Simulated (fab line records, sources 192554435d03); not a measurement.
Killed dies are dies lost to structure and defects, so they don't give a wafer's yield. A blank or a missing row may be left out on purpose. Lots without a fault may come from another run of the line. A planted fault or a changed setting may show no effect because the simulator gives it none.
Chamber matching | flow n5_finfet | N5_BEOL_M2_ALD_84 on ald_metal-04: 4 sister chambers
The step deposits TaN, pulse time 2 s, purge time 3 s, co reactant purge time 2 s. 14 wafers are shown with their chamber, then 7 later ones without.

WAFERS WITH THEIR CHAMBER
wafer  | chamber | heater_power_w (W) | precursor_vessel_temp_c (C)
L074.2 | 0       | 386                | 74.81
L074.3 | 2       | 421                | 75.05
L074.4 | 2       | 415                | 75.06
L077.3 | 0       | 389                | 74.96
L077.4 | 3       | 438                | 74.88
L077.6 | 3       | 438                | 74.95
L081.2 | 3       | 441                | 75.09
L081.4 | 1       | 345                | 75.06
L081.6 | 2       | 400                | 74.99
L083.3 | 0       | 392                | 74.81
L083.5 | 3       | 443                | 74.97
L083.6 | 0       | 396                | 75.05
L086.1 | 0       | 384                | 74.94
L086.2 | 1       | 339                | 75.03

SIGNATURES (means of the wafers above)
reading                 | chamber 0 | chamber 1 | chamber 2 | chamber 3 | scatter within a chamber
heater_power_w          | 389.40    | 342.00    | 412.00    | 440.00    | 6.01
precursor_vessel_temp_c | 74.9140   | 75.0450   | 75.0333   | 74.9725   | 0.0831
Rule: a wafer's distance from a chamber is the root of the sum, over the readings, of the square of ((its reading less the chamber's mean) divided by the reading's scatter). The wafer belongs to the nearest chamber; if the next one is less than 2 further off, it can't be placed. The scatter: the root of (the sum of the squares of (reading less its chamber's mean) over the shown wafers, divided by (wafers less chambers)).

WAFERS WITHOUT THEIR CHAMBER
wafer  | heater_power_w (W) | precursor_vessel_temp_c (C)
L086.4 | 405                | 75.05
L087.3 | 337                | 75.02
L087.4 | 440                | 74.89
L087.6 | 386                | 74.84
L096.1 | 394                | 75.09
L096.3 | 432                | 75.16
L096.5 | 434                | 75.04

WHICH CHAMBER EACH WENT THROUGH
wafer  | from the rows above     | in truth
L086.4 | can't be placed: 2 or 0 | 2
L087.3 | 1                       | 1
L087.4 | 3                       | 3
L087.6 | 0                       | 0
L096.1 | can't be placed: 0 or 2 | 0
L096.3 | can't be placed: 3 or 2 | 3
L096.5 | 3                       | 3
Placed correctly: 4 of 7. Can't be placed from these rows: 3 (the true chamber is among the candidates in 3). Placed wrongly: 0.
